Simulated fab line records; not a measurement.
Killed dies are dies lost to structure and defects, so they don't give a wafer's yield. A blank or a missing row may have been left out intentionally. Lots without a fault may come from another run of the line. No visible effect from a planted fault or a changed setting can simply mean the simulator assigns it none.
fab line records ; flow nand_harc
record lots=13; wafers=35; last_day=33
route steps=1302 shown P_BONDPAD@378 A_BONDPAD@1203 THIN_TSV@1244 END@1302
lots that met no fault: taken from a fault-free run of the same line
start_h: the number of hours between the record's first day and the start of the first shown wafer of the lot ; wait_h: hours since the lot's step before ; " unchanged from the row above ; L1.1+2: a single row standing in for several wafers ; - no value, or no start was given ; * or withheld: withheld ; < > ~ a bound
route shown NAME@n: names a module that has steps shown in the file, with the first one's number in the route ; usual: the fault-free wafers' mean and standard deviation ; same: alike in all rows ; chamber/n: place in a boat ; sites: each site's reading ; _std_site: the values' standard deviation ; _edge_site: inner sites' mean taken away from outer sites' mean ; radius_mm: for every site, how far away it sits from the centre of the wafer ; mask NAME#n: copy n ; behind: the last tool/chamber to shape the wafer ; hold: why the lot went on hold/how many hours it stayed there/how the hold came to an end ; device: the n, p or np transistor that did not switch ; end of line: at the end of the route, the tests of the same wafers ; step lacking rows: just its recipe ; killed: dies that structure and defects cost at the first sort, which is not the same as the wafer's yield ; map: dies across one wafer; x = killed, . = not, _ = none there
set.NAME: the run value of the setting; set.NAME@STEP: its run value at that earlier step ; model.NAME: the simulator's own value behind a step, which no gauge read
route steps across a sampled set of lots; one table per step, one row per wafer
services: a tool's chamber out of use, with start hour (start_h, from the record's first day; less than 0 if before it), hours out, and reason
## steps
# step NHARC_P_BONDPAD_ECD_18
# recipe target_thk_a=4000; bath_temp_c=25; material=Cu
lot.wafer;tool;chamber;start_h;wait_h
L294.3+4+6;ecd_cu-01;1,0,1;133.44;-
L295.3+4+5;ecd_cu-01;0,1,0;150.69;-
L296.4+6+5;ecd_cu-01;0,0,1;154.84;-
L299.1+3+5;ecd_cu-02;0,1,0;182.91;-
L300.1+4+5;ecd_cu-02;1,0,1;194.29;-
L302.1+4+6;ecd_cu-01;0,1,1;217.90;-
L303.1+4+6;ecd_cu-02;1,0,1;231.06;-
L304.1+6+5;ecd_cu-01;1,0,1;233.30;-
L305.2;ecd_cu-01;1;245.53;-
L306.4;ecd_cu-01;1;251.97;-
L307.2+4+6;ecd_cu-01;1,0,0;263.20;-
L315.1+2+6;ecd_cu-01;1,0,1;349.15;-
L316.2+6+5;ecd_cu-01;0,1,0;354.34;-
# step NHARC_A_BONDPAD_CMP_29
# recipe target_thk_nm=200; material=SiCN
# usual motor_current_A=12.3/0.82
lot.wafer;tool;chamber;start_h;wait_h;motor_current_A
L294.4;cmp-02;1;521.95;-;11.5
L294.3;cmp-02;3;521.95;-;13.2
L294.6;cmp-02;1;521.95;-;11.9
L295.4;cmp-02;1;538.95;-;11.5
L295.3;cmp-02;0;538.95;-;12.7
L295.5;cmp-02;1;538.95;-;12.1
L296.4;cmp-02;0;541.85;-;12.4
L296.5;cmp-02;0;541.85;-;13.2
L296.6;cmp-02;1;541.85;-;11.9
L300.1;cmp-03;0;575.90;-;12.7
L300.4;cmp-03;1;575.90;-;13.4
L300.5;cmp-03;0;575.90;-;12.7
L299.3;cmp-03;2;579.93;-;13.3
L299.1;cmp-03;3;579.93;-;11.5
L299.5;cmp-03;2;579.93;-;12.8
L302.4;cmp-02;0;617.62;-;12.7
L302.1;cmp-02;1;617.62;-;11.6
L302.6;cmp-02;2;617.62;-;11.8
L303.4;cmp-03;0;619.00;-;12.2
L303.1;cmp-03;3;619.00;-;11.0
L303.6;cmp-03;0;619.00;-;12.9
L304.1;cmp-02;1;620.28;-;11.2
L304.5;cmp-02;0;620.28;-;13.1
L304.6;cmp-02;1;620.28;-;11.7
L306.4;cmp-04;0;631.92;-;11.3
L305.2;cmp-03;1;633.93;-;12.7
L307.4;cmp-02;3;662.51;-;12.8
L307.2;cmp-02;2;662.51;-;11.1
L307.6;cmp-02;3;662.51;-;12.7
L316.2;cmp-04;3;732.54;-;12.7
L316.6;cmp-04;1;732.54;-;11.3
L316.5;cmp-04;2;732.54;-;10.8
L315.2;cmp-04;1;737.97;-;11.2
L315.1;cmp-04;2;737.97;-;11.5
L315.6;cmp-04;0;737.97;-;12.0
# step NHARC_A_BONDPAD_STRIP_15
# recipe o2_flow_sccm=500; ar_flow_sccm=0; bias_w=0; chemistry=O2
# usual drypump_motor_current_A=5.8/0.62; oes_product_au=0.999/0.0069; rf_vpp_V=58.0/0.89; showerhead_plenum_p_Torr=3.60/0.14; throttle_valve_pct=17.037/0.009
# same bias_w=0
lot.wafer;tool;chamber;start_h;wait_h;drypump_motor_current_A;oes_product_au;rf_hours_counter_h;rf_vpp_V;showerhead_plenum_p_Torr;throttle_valve_pct
L294.3;rie_diel-10;3;523.25;0.1;5.6;1.003;3;58.2;3.77;17.038
L294.4;rie_diel-10;1;523.25;0.1;4.8;0.998;3;58.8;3.79;17.022
L294.6;rie_diel-10;3;523.25;0.1;5.6;1.006;-;58.9;3.77;17.044
L295.4;rie_diel-10;0;540.25;0.1;6.5;1.008;4;58.0;3.44;17.036
L295.3;rie_diel-10;3;540.25;0.1;5.6;1.012;3;58.6;3.77;17.033
L295.5;rie_diel-10;0;540.25;0.1;6.4;1.006;-;56.8;3.44;17.013
L296.4;rie_diel-09;1;543.32;0.1;6.5;1.003;7;58.4;3.44;17.045
L296.6;rie_diel-09;2;543.32;0.1;5.1;1.006;-;59.1;3.47;17.029
L296.5;rie_diel-09;3;543.32;0.1;5.5;1.004;-;58.9;3.64;17.040
L300.1;rie_diel-09;3;577.33;0.1;5.5;1.000;10;57.7;3.64;17.030
L300.4;rie_diel-09;1;577.33;0.1;6.6;0.996;12;57.6;3.44;17.055
L300.5;rie_diel-09;2;577.33;0.1;5.1;0.996;-;57.5;3.46;17.033
L299.3;rie_diel-09;2;581.22;0.1;5.1;0.999;12;58.8;3.46;17.048
L299.1;rie_diel-09;0;581.22;0.1;6.4;0.989;13;59.0;3.64;17.020
L299.5;rie_diel-09;2;581.22;0.1;5.1;1.007;-;56.8;3.46;17.058
L302.1;rie_diel-10;1;618.99;0.1;4.8;0.991;0;56.8;3.79;17.038
L302.4;rie_diel-10;3;618.99;0.1;5.6;0.993;0;58.8;3.77;17.047
L302.6;rie_diel-10;1;618.99;0.1;4.8;0.991;-;57.0;3.79;17.027
L303.4;rie_diel-09;1;620.43;0.1;6.6;0.996;18;57.8;3.44;17.031
L303.1;rie_diel-09;2;620.43;0.1;5.1;0.997;20;58.4;3.46;17.039
L303.6;rie_diel-09;1;620.43;0.1;6.6;1.000;-;57.6;3.44;17.049
L304.1;rie_diel-10;1;621.72;0.1;4.8;0.994;0;58.1;3.79;17.048
L304.5;rie_diel-10;2;621.72;0.1;6.1;0.986;-;58.6;3.67;17.049
L304.6;rie_diel-10;3;621.72;0.1;5.6;1.004;-;58.5;3.77;17.040
L306.4;rie_diel-09;2;633.18;0.1;5.1;0.996;22;55.8;3.46;17.044
L305.2;rie_diel-10;0;635.17;0.1;6.5;1.003;1;57.8;3.44;17.039
L307.2;rie_diel-09;0;663.92;0.1;6.4;0.999;22;57.3;3.64;17.048
L307.4;rie_diel-09;1;663.92;0.1;6.6;0.992;23;58.7;3.43;17.043
L307.6;rie_diel-09;1;663.92;0.1;6.6;0.999;-;56.4;3.43;17.030
L316.2;rie_diel-04;2;733.94;0.1;5.8;0.997;5;57.7;3.69;17.046
L316.6;rie_diel-04;1;733.94;0.1;4.8;1.006;-;57.6;3.32;17.041
L316.5;rie_diel-04;2;733.94;0.1;5.8;1.002;-;58.0;3.69;17.035
L315.1;rie_diel-10;1;739.22;0.1;4.8;1.006;4;58.3;3.79;17.039
L315.2;rie_diel-10;2;739.22;0.1;6.1;0.999;4;57.9;3.67;17.032
L315.6;rie_diel-10;0;739.22;0.1;6.4;1.011;-;56.3;3.44;17.016
# step NHARC_A_BONDPAD_PVD_27
# recipe target_thk_a=300; chamber_pressure_pa=5; power_w=5000; substrate_temp_c=30; time_s=20.49; material=Cu
# usual throttle_valve_pct=29.7/1.1
lot.wafer;tool;chamber;start_h;wait_h;throttle_valve_pct
L294.4;pvd_sputter-01;-;-;-;27.7
L294.3;pvd_sputter-01;-;-;-;29.2
L294.6;pvd_sputter-01;-;-;-;31.4
L295.3;pvd_sputter-01;-;-;-;27.4
L295.4;pvd_sputter-01;-;-;-;29.1
L295.5;pvd_sputter-01;-;-;-;29.3
L296.4;pvd_sputter-03;-;-;-;29.9
L296.6;pvd_sputter-03;-;-;-;30.0
L296.5;pvd_sputter-03;-;-;-;29.7
L300.4;pvd_sputter-01;-;-;-;29.2
L300.1;pvd_sputter-01;-;-;-;27.7
L300.5;pvd_sputter-01;-;-;-;29.0
L299.1;pvd_sputter-01;-;-;-;29.2
L299.3;pvd_sputter-01;-;-;-;27.7
L299.5;pvd_sputter-01;-;-;-;29.2
L302.4;pvd_sputter-02;-;-;-;30.4
L302.1;pvd_sputter-02;-;-;-;30.8
L302.6;pvd_sputter-02;-;-;-;30.5
L303.4;pvd_sputter-01;-;-;-;30.5
L303.1;pvd_sputter-01;-;-;-;29.3
L303.6;pvd_sputter-01;-;-;-;30.9
L304.1;pvd_sputter-01;-;-;-;30.7
L304.5;pvd_sputter-01;-;-;-;30.7
L304.6;pvd_sputter-01;-;-;-;29.2
L306.4;pvd_sputter-03;-;-;-;27.6
L305.2;pvd_sputter-02;-;-;-;30.4
L307.2;pvd_sputter-03;-;-;-;29.8
L307.4;pvd_sputter-03;-;-;-;27.4
L307.6;pvd_sputter-03;-;-;-;29.8
L316.2;pvd_sputter-03;-;-;-;30.9
L316.6;pvd_sputter-03;-;-;-;31.3
L316.5;pvd_sputter-03;-;-;-;30.6
L315.1;pvd_sputter-03;-;-;-;30.5
L315.2;pvd_sputter-03;-;-;-;29.6
L315.6;pvd_sputter-03;-;-;-;31.0
# step NHARC_THIN_TSV_GRIND_00
# recipe target_thk_um=6
# usual motor_current_A=11.999/0.022
lot.wafer;tool;chamber;start_h;wait_h;hold;motor_current_A
L294.3;grinder-01;0;538.46;1.7;-;12.023
L294.4;grinder-01;0;538.46;1.7;-;11.962
L294.6;grinder-01;0;538.46;1.7;-;12.013
L295.3;grinder-01;0;552.80;0.5;-;12.016
L295.4;grinder-01;0;552.80;0.5;-;12.029
L295.5;grinder-01;0;552.80;0.5;-;11.978
L296.4;grinder-01;0;554.19;1.9;-;11.951
L296.5;grinder-01;0;554.19;1.9;-;11.947
L296.6;grinder-01;0;554.19;1.9;-;12.030
L300.1;grinder-01;0;592.47;0.2;-;12.024
L300.4;grinder-01;0;592.47;0.2;-;12.007
L300.5;grinder-01;0;592.47;0.2;-;11.967
L299.1;grinder-01;0;593.67;1.3;-;11.995
L299.3;grinder-01;0;593.67;1.3;-;11.985
L299.5;grinder-01;0;593.67;1.3;-;11.991
L303.1;grinder-01;0;631.01;0.1;-;12.036
L303.4;grinder-01;0;631.01;0.1;-;11.971
L303.6;grinder-01;0;631.01;0.1;-;11.992
L302.1;grinder-01;0;632.18;1.3;-;11.979
L302.4;grinder-01;0;632.18;1.3;-;11.985
L302.6;grinder-01;0;632.18;1.3;-;12.008
L304.1;grinder-01;0;633.37;2.5;-;12.023
L304.5;grinder-01;0;633.37;2.5;-;11.995
L304.6;grinder-01;0;633.37;2.5;-;12.011
L305.2;grinder-01;0;648.90;3.8;await_dispo/3.4h/release;12.009
L306.4;grinder-01;0;649.16;4.0;await_dispo/3.3h/release;11.988
L307.2;grinder-01;0;678.59;2.8;await_dispo/2.4h/release;12.008
L307.4;grinder-01;0;678.59;2.8;await_dispo/2.4h/release;12.023
L307.6;grinder-01;0;678.59;2.8;await_dispo/2.4h/release;12.007
L316.2;grinder-01;0;754.25;0.3;-;11.995
L316.5;grinder-01;0;754.25;0.3;-;12.031
L316.6;grinder-01;0;754.25;0.3;-;11.990
L315.1;grinder-01;0;755.25;1.3;-;11.990
L315.2;grinder-01;0;755.25;1.3;-;12.015
L315.6;grinder-01;0;755.25;1.3;-;12.005
# step NHARC_END_SORT_01
# recipe temp_c=25
# usual defect_limited_yield=90.3/3; killed_at_array=60/21; killed_at_other=1.0/1.2; killed_at_periphery=4.2/2.8; killed_dies=65/20; killed_open=3.1/1.8; killed_short=2.6/1.6
# same gross_dies=677
lot.wafer;tool;chamber;start_h;wait_h;hold;defect_limited_yield[%];killed_at_array;killed_at_other;killed_at_periphery;killed_dies;killed_open;killed_short
L294.3;prober-02;0;555.84;3.1;-;84.8;99;0;4;103;6;2
L294.4;prober-02;0;556.65;3.4;-;84.8;101;0;2;103;3;5
L294.6;prober-02;0;558.27;4.0;-;87.6;81;0;3;84;3;3
L295.3;prober-01;0;571.84;3.1;-;86.6;85;1;5;91;3;4
L295.4;prober-01;0;572.63;3.3;-;87.9;79;0;3;82;2;2
L295.5;prober-01;0;573.41;3.6;-;89.2;71;1;1;73;2;2
L296.4;prober-02;0;572.72;3.4;-;92.8;42;0;7;49;1;1
L296.5;prober-02;0;573.53;3.7;-;91.6;49;1;7;57;2;4
L296.6;prober-02;0;574.33;4.0;-;91.7;44;2;10;56;1;2
L300.1;prober-01;0;609.98;2.5;-;93.4;38;4;3;45;5;1
L300.4;prober-01;0;612.40;3.4;-;92.5;48;3;0;51;3;2
L300.5;prober-01;0;613.21;3.7;-;92.2;48;1;4;53;3;4
L299.1;prober-02;0;610.00;2.5;-;91.1;57;2;1;60;3;0
L299.3;prober-02;0;611.60;3.1;-;90.1;62;0;5;67;5;4
L299.5;prober-02;0;613.21;3.7;-;91.4;57;0;1;58;4;5
L304.1;prober-02;0;648.58;2.5;-;92.5;46;1;4;51;1;2
L304.5;prober-02;0;651.81;3.7;-;90.4;62;1;2;65;3;5
L304.6;prober-02;0;652.62;4.0;-;90.3;62;2;2;66;5;2
L303.1;prober-01;0;648.58;2.5;-;92.0;51;0;3;54;0;3
L303.4;prober-01;0;651.01;3.4;-;90.8;56;2;4;62;4;3
L303.6;prober-01;0;652.62;4.0;-;92.3;48;0;4;52;2;4
L302.1;prober-01;0;656.42;2.5;-;88.6;69;6;2;77;6;2
L302.4;prober-01;0;658.78;3.4;-;87.3;85;0;1;86;5;1
L302.6;prober-01;0;660.36;3.9;-;87.3;83;1;2;86;3;3
L305.2;prober-02;0;665.13;2.8;await_dispo/1.6h/release;64.3;46;0;196;242;3;0
L306.4;prober-01;0;674.23;3.4;await_dispo/3.7h/release;64.5;49;0;191;240;1;2
L307.2;prober-02;0;699.82;2.8;await_dispo/2.3h/release;58.1;46;0;238;284;3;1
L307.4;prober-02;0;701.45;3.4;await_dispo/2.3h/release;93.6;36;0;7;43;2;5
L307.6;prober-02;0;703.07;4.1;await_dispo/2.3h/release;93.2;39;0;7;46;1;2
L316.2;prober-02;0;773.51;2.8;-;89.8;66;1;2;69;2;5
L316.5;prober-02;0;775.93;3.7;-;92.8;47;1;1;49;3;2
L316.6;prober-02;0;776.73;4.0;-;88.9;68;1;6;75;5;4
L315.1;prober-01;0;778.83;2.5;-;97.0;15;1;4;20;2;2
L315.2;prober-01;0;779.63;2.8;-;95.1;22;2;9;33;4;3
L315.6;prober-01;0;782.82;4.0;-;95.4;19;3;9;31;5;2
# killed by level:class
L294.3 A_CHANNEL_HOLE_D2:chamber_film_flake=37 A_CHANNEL_HOLE_D1:chamber_film_flake=31 A_SLIT:chamber_film_flake=13 A_CONTACT:chamber_film_flake=5 A_ZERO_WELL:chamber_film_flake=3 A_CHANNEL_FILL_D1:chamber_film_flake=2 A_WL_FILL:chamber_film_flake=2 P_CONTACT:geometric_particle:open=1
L294.4 A_CHANNEL_HOLE_D2:chamber_film_flake=33 A_CHANNEL_HOLE_D1:chamber_film_flake=27 A_SLIT:chamber_film_flake=25 A_CONTACT:chamber_film_flake=6 A_ONON_D2:geometric_particle:short=2 A_CHANNEL_FILL_D1:chamber_film_flake=2 P_GATE:geometric_particle:short=1 P_M0:geometric_particle:open=1
L294.6 A_CHANNEL_HOLE_D1:chamber_film_flake=27 A_CHANNEL_HOLE_D2:chamber_film_flake=23 A_SLIT:chamber_film_flake=14 A_CONTACT:chamber_film_flake=6 A_CHANNEL_FILL_D1:chamber_film_flake=3 P_GATE:chamber_film_flake=2 A_ONON_D1:geometric_particle:open=1 A_ONON_D1:geometric_particle:short=1
L295.3 A_CHANNEL_HOLE_D1:chamber_film_flake=39 A_SLIT:chamber_film_flake=27 A_STAIRCASE:chamber_film_flake=5 A_CHANNEL_HOLE_D2:chamber_film_flake=4 A_ONON_D2:geometric_particle:short=2 P_GATE:chamber_film_flake=2 P_BONDPAD:chamber_film_flake=2 A_WL_FILL:chamber_film_flake=2
L295.4 A_CHANNEL_HOLE_D1:chamber_film_flake=35 A_SLIT:chamber_film_flake=19 A_CHANNEL_HOLE_D2:chamber_film_flake=12 A_CONTACT:chamber_film_flake=8 P_GATE:chamber_film_flake=2 P_M1:geometric_particle:short=1 A_SOURCE_PLATE:geometric_particle:short=1 A_ONON_D2:geometric_particle:open=1
L296.4 A_CHANNEL_HOLE_D2:chamber_film_flake=32 P_GATE:chamber_film_flake=5 A_CONTACT:chamber_film_flake=4 A_STAIRCASE:chamber_film_flake=2 A_DECK1_JOINT:geometric_particle:open=1 A_SLIT:geometric_particle:short=1 P_STI:chamber_film_flake=1 P_BONDPAD:chamber_film_flake=1
L295.5 A_CHANNEL_HOLE_D1:chamber_film_flake=31 A_SLIT:chamber_film_flake=13 A_CHANNEL_HOLE_D2:chamber_film_flake=10 A_ZERO_WELL:chamber_film_flake=5 A_CONTACT:chamber_film_flake=5 A_STAIRCASE:chamber_film_flake=3 A_CHANNEL_FILL_D1:geometric_particle:short=1 A_ONON_D2:geometric_particle:open=1
L296.5 A_CHANNEL_HOLE_D2:chamber_film_flake=38 P_GATE:chamber_film_flake=5 A_ONON_D1:geometric_particle:short=2 A_CONTACT:chamber_film_flake=2 A_BLC:chamber_film_flake=2 P_M1:geometric_particle:open=1 A_CHANNEL_FILL_D1:geometric_particle:open=1 A_DECK1_JOINT:geometric_particle:short=1
L296.6 A_CHANNEL_HOLE_D2:chamber_film_flake=31 P_GATE:chamber_film_flake=6 A_CONTACT:chamber_film_flake=5 P_STI:chamber_film_flake=3 A_CHANNEL_HOLE_D1:chamber_film_flake=2 A_STAIRCASE:chamber_film_flake=2 THIN_TSV:chamber_film_flake=2 P_STI:geometric_particle:open=1
L300.1 A_SLIT:chamber_film_flake=18 A_CHANNEL_HOLE_D2:chamber_film_flake=10 THIN_TSV:chamber_film_flake=4 P_CONTACT:geometric_particle:open=2 A_STAIRCASE:chamber_film_flake=2 A_M1:chamber_film_flake=2 P_GATE:geometric_particle:open=1 A_DECK1_JOINT:geometric_particle:open=1
L299.1 A_CHANNEL_HOLE_D1:chamber_film_flake=36 A_CHANNEL_HOLE_D2:chamber_film_flake=12 A_CHANNEL_FILL_D1:chamber_film_flake=2 THIN_TSV:chamber_film_flake=2 P_CONTACT:geometric_particle:open=1 A_WL_FILL:geometric_particle:open=1 A_BLC:geometric_particle:open=1 A_ZERO_WELL:chamber_film_flake=1
L299.3 A_CHANNEL_HOLE_D1:chamber_film_flake=32 A_CHANNEL_HOLE_D2:chamber_film_flake=12 A_CONTACT:chamber_film_flake=7 A_CHANNEL_FILL_D1:geometric_particle:open=2 A_WL_FILL:geometric_particle:short=2 A_CHANNEL_FILL_D2:chamber_film_flake=2 A_STAIRCASE:chamber_film_flake=2 P_CONTACT:geometric_particle:short=1
L300.4 A_SLIT:chamber_film_flake=26 A_CHANNEL_HOLE_D2:chamber_film_flake=7 A_CONTACT:chamber_film_flake=4 THIN_TSV:chamber_film_flake=3 A_CHANNEL_FILL_D1:chamber_film_flake=2 A_STAIRCASE:chamber_film_flake=2 A_DECK1_JOINT:geometric_particle:short=1 A_CHANNEL_FILL_D2:geometric_particle:short=1
L300.5 A_SLIT:chamber_film_flake=22 A_CHANNEL_HOLE_D2:chamber_film_flake=6 A_STAIRCASE:chamber_film_flake=6 A_CONTACT:chamber_film_flake=3 P_ZERO_WELL:chamber_film_flake=2 A_CHANNEL_FILL_D1:chamber_film_flake=2 A_M1:chamber_film_flake=2 P_M0:geometric_particle:short=1
L299.5 A_CHANNEL_HOLE_D1:chamber_film_flake=25 A_CHANNEL_HOLE_D2:chamber_film_flake=15 A_CONTACT:chamber_film_flake=5 A_ONON_D1:geometric_particle:short=2 A_CHANNEL_FILL_D1:chamber_film_flake=2 P_M1:geometric_particle:open=1 A_SOURCE_PLATE:geometric_particle:short=1 A_SOURCE_PLATE:geometric_particle:open=1
L304.1 A_SLIT:chamber_film_flake=27 A_CHANNEL_HOLE_D2:chamber_film_flake=6 A_CHANNEL_HOLE_D1:chamber_film_flake=5 A_CONTACT:chamber_film_flake=4 A_CHANNEL_FILL_D2:chamber_film_flake=2 P_M0:geometric_particle:short=1 A_SOURCE_PLATE:geometric_particle:short=1 A_CHANNEL_FILL_D1:geometric_particle:open=1
L303.1 A_CHANNEL_HOLE_D1:chamber_film_flake=38 A_SGD_CUT:chamber_film_flake=4 A_CHANNEL_HOLE_D2:unspecified=3 P_CONTACT:chamber_film_flake=2 P_M0:geometric_particle:short=1 A_CHANNEL_HOLE_D1:geometric_particle:short=1 A_CHANNEL_FILL_D2:geometric_particle:short=1 A_ZERO_WELL:chamber_film_flake=1
L303.4 A_CHANNEL_HOLE_D1:chamber_film_flake=37 A_CHANNEL_HOLE_D2:chamber_film_flake=3 A_SGD_CUT:chamber_film_flake=3 A_CONTACT:chamber_film_flake=3 THIN_TSV:chamber_film_flake=2 P_CONTACT:geometric_particle:open=1 P_M0:geometric_particle:open=1 A_CHANNEL_HOLE_D1:geometric_particle:short=1
L304.5 A_CHANNEL_HOLE_D2:chamber_film_flake=19 A_SLIT:chamber_film_flake=14 A_CHANNEL_HOLE_D1:chamber_film_flake=7 A_STAIRCASE:chamber_film_flake=7 A_CHANNEL_FILL_D2:chamber_film_flake=5 A_CONTACT:chamber_film_flake=3 A_WL_FILL:geometric_particle:short=2 P_GATE:geometric_particle:short=1
L303.6 A_CHANNEL_HOLE_D1:chamber_film_flake=32 A_STAIRCASE:chamber_film_flake=3 A_SGD_CUT:chamber_film_flake=3 P_M0:geometric_particle:open=2 A_WL_FILL:geometric_particle:short=2 P_CONTACT:chamber_film_flake=2 A_ONON_D1:geometric_particle:short=1 A_CONTACT:geometric_particle:short=1
L304.6 A_SLIT:chamber_film_flake=37 A_CHANNEL_HOLE_D2:chamber_film_flake=7 A_CONTACT:chamber_film_flake=5 A_STAIRCASE:chamber_film_flake=3 P_M0:geometric_particle:open=2 A_DECK1_JOINT:chamber_film_flake=2 A_CHANNEL_FILL_D2:chamber_film_flake=2 THIN_TSV:chamber_film_flake=2
L302.1 A_CHANNEL_HOLE_D1:chamber_film_flake=32 A_SLIT:chamber_film_flake=13 A_CHANNEL_HOLE_D2:chamber_film_flake=7 THIN_TSV:chamber_film_flake=6 A_STAIRCASE:chamber_film_flake=2 A_WL_FILL:chamber_film_flake=2 A_CONTACT:chamber_film_flake=2 A_BONDPAD:chamber_film_flake=2
L302.4 A_CHANNEL_HOLE_D1:chamber_film_flake=34 A_SLIT:chamber_film_flake=33 A_CHANNEL_HOLE_D2:chamber_film_flake=9 A_WL_FILL:geometric_particle:open=2 A_ONON_D1:geometric_particle:open=1 A_CHANNEL_FILL_D1:geometric_particle:open=1 A_DECK1_JOINT:geometric_particle:short=1 A_SGD_CUT:geometric_particle:open=1
L302.6 A_SLIT:chamber_film_flake=32 A_CHANNEL_HOLE_D1:chamber_film_flake=31 A_CHANNEL_HOLE_D2:chamber_film_flake=8 A_DECK1_JOINT:chamber_film_flake=2 A_STAIRCASE:chamber_film_flake=2 P_CONTACT:geometric_particle:open=1 A_ONON_D1:geometric_particle:open=1 A_CHANNEL_FILL_D1:geometric_particle:short=1
L305.2 P_BONDPAD:unspecified=190 A_SLIT:chamber_film_flake=33 A_STAIRCASE:chamber_film_flake=4 A_CHANNEL_HOLE_D1:chamber_film_flake=3 P_CONTACT:geometric_particle:open=2 A_CHANNEL_FILL_D2:chamber_film_flake=2 A_CONTACT:chamber_film_flake=2 P_M1:geometric_particle:open=1
L306.4 P_BONDPAD:unspecified=191 A_CHANNEL_HOLE_D1:chamber_film_flake=28 A_STAIRCASE:chamber_film_flake=7 A_CHANNEL_HOLE_D2:chamber_film_flake=6 A_CHANNEL_FILL_D2:chamber_film_flake=2 A_ZERO_WELL:chamber_film_flake=2 A_DECK1_JOINT:geometric_particle:short=1 A_SLIT:geometric_particle:short=1
L307.2 P_BONDPAD:unspecified=236 A_SLIT:chamber_film_flake=26 A_WL_FILL:chamber_film_flake=5 A_CHANNEL_HOLE_D1:chamber_film_flake=5 A_CHANNEL_HOLE_D2:geometric_particle:open=2 A_DECK1_JOINT:chamber_film_flake=2 A_CHANNEL_FILL_D2:chamber_film_flake=2 A_SOURCE_PLATE:geometric_particle:open=1
L307.4 A_SLIT:chamber_film_flake=20 P_CONTACT:chamber_film_flake=5 A_ONON_D1:geometric_particle:short=2 A_CHANNEL_FILL_D2:geometric_particle:short=2 P_BONDPAD:chamber_film_flake=2 A_CHANNEL_HOLE_D1:chamber_film_flake=2 A_STAIRCASE:chamber_film_flake=2 A_WL_FILL:chamber_film_flake=2
L307.6 A_SLIT:chamber_film_flake=18 P_CONTACT:chamber_film_flake=6 A_WL_FILL:chamber_film_flake=5 A_CONTACT:chamber_film_flake=4 A_ZERO_WELL:chamber_film_flake=2 A_CHANNEL_HOLE_D1:chamber_film_flake=2 A_STAIRCASE:chamber_film_flake=2 A_BLC:chamber_film_flake=2
L316.2 A_CHANNEL_HOLE_D2:chamber_film_flake=34 A_SLIT:chamber_film_flake=15 A_CONTACT:chamber_film_flake=8 A_CHANNEL_HOLE_D1:chamber_film_flake=2 P_M0:geometric_particle:short=1 A_ONON_D1:geometric_particle:short=1 A_ONON_D2:geometric_particle:short=1 A_STAIRCASE:geometric_particle:short=1
L316.5 A_CHANNEL_HOLE_D1:chamber_film_flake=12 A_SLIT:chamber_film_flake=12 A_CONTACT:chamber_film_flake=8 A_CHANNEL_HOLE_D2:chamber_film_flake=8 A_ONON_D1:geometric_particle:open=2 A_CHANNEL_FILL_D2:geometric_particle:short=1 A_CONTACT:geometric_particle:short=1 A_M1:geometric_particle:open=1
L316.6 A_CHANNEL_HOLE_D2:chamber_film_flake=30 A_SLIT:chamber_film_flake=16 A_CHANNEL_HOLE_D1:chamber_film_flake=8 A_CONTACT:chamber_film_flake=7 A_DECK1_JOINT:geometric_particle:short=3 P_GATE:chamber_film_flake=3 P_GATE:geometric_particle:open=2 P_M0:geometric_particle:open=1
L315.1 A_SLIT:chamber_film_flake=5 A_CONTACT:chamber_film_flake=3 P_ZERO_WELL:chamber_film_flake=2 P_CONTACT:geometric_particle:short=1 A_DECK1_JOINT:geometric_particle:open=1 A_CHANNEL_FILL_D1:geometric_particle:open=1 A_ONON_D2:geometric_particle:short=1 P_GATE:chamber_film_flake=1
L315.2 A_SLIT:chamber_film_flake=7 A_CONTACT:chamber_film_flake=5 P_ZERO_WELL:chamber_film_flake=3 P_M0:chamber_film_flake=3 A_SGD_CUT:geometric_particle:open=2 THIN_TSV:chamber_film_flake=2 P_GATE:geometric_particle:open=1 P_M2:geometric_particle:short=1
L315.6 A_SLIT:chamber_film_flake=7 P_M0:chamber_film_flake=6 A_CONTACT:chamber_film_flake=4 THIN_TSV:chamber_film_flake=3 A_M0:geometric_particle:open=2 P_CONTACT:geometric_particle:open=1 P_M0:geometric_particle:open=1 A_CHANNEL_FILL_D1:geometric_particle:open=1
## services
tool;chamber;start_h;hours;kind
grinder-01;-;112.69;0.2;repair
cmp-02;-;134.58;4.0;pm
ecd_cu-01;-;160.00;8.0;pm
cmp-02;-;163.65;1.8;repair
grinder-01;-;166.95;3.4;repair
pvd_sputter-01;-;181.12;5.5;repair
pvd_sputter-01;-;210.73;6.8;repair
pvd_sputter-01;-;226.03;10.0;pm
cmp-02;-;232.58;4.0;pm
ecd_cu-01;-;237.01;0.4;repair
ecd_cu-01;-;247.84;1.5;repair
grinder-01;-;279.98;3.7;repair
grinder-01;-;301.07;2.2;repair
cmp-02;-;330.71;4.0;pm
ecd_cu-01;-;336.00;8.0;pm
pvd_sputter-01;-;336.91;1.9;repair
cmp-02;-;375.35;8.0;repair
cmp-02;-;384.45;3.0;repair
grinder-01;-;419.33;1.4;repair
ecd_cu-01;-;512.00;8.0;pm
grinder-01;-;574.56;0.3;repair
ecd_cu-01;-;631.18;3.1;repair
ecd_cu-01;-;688.00;8.0;pm
grinder-01;-;736.00;8.0;pm
## key
first_sign step=NHARC_END_SORT_01; reading=killed_at_periphery; direction=up; sigmas=72; usual=4.2; struck=208.3
effect step=NHARC_END_SORT_01; reading=defect_limited_yield; direction=down; sigmas=9.5; usual=90.3; struck=62.3
more_kills_born_at NHARC_P_BONDPAD_ECD_18@ecd_cu-01=617
met_at NHARC_P_BONDPAD_ECD_18
struck_lots L305,L306,L307
struck_wafers L305.2,L306.4,L307.2
not_acting_at NHARC_A_BONDPAD_CMP_29,NHARC_A_BONDPAD_STRIP_15,NHARC_A_BONDPAD_PVD_27
onset_between 233.30 245.53
fault kind=chamber_particle_source; tool=ecd_cu-01; chamber=1; onset_h=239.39; steps=NHARC_P_BONDPAD_ECD_18; rate_per_visit_cm2=0.42012; end_h=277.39
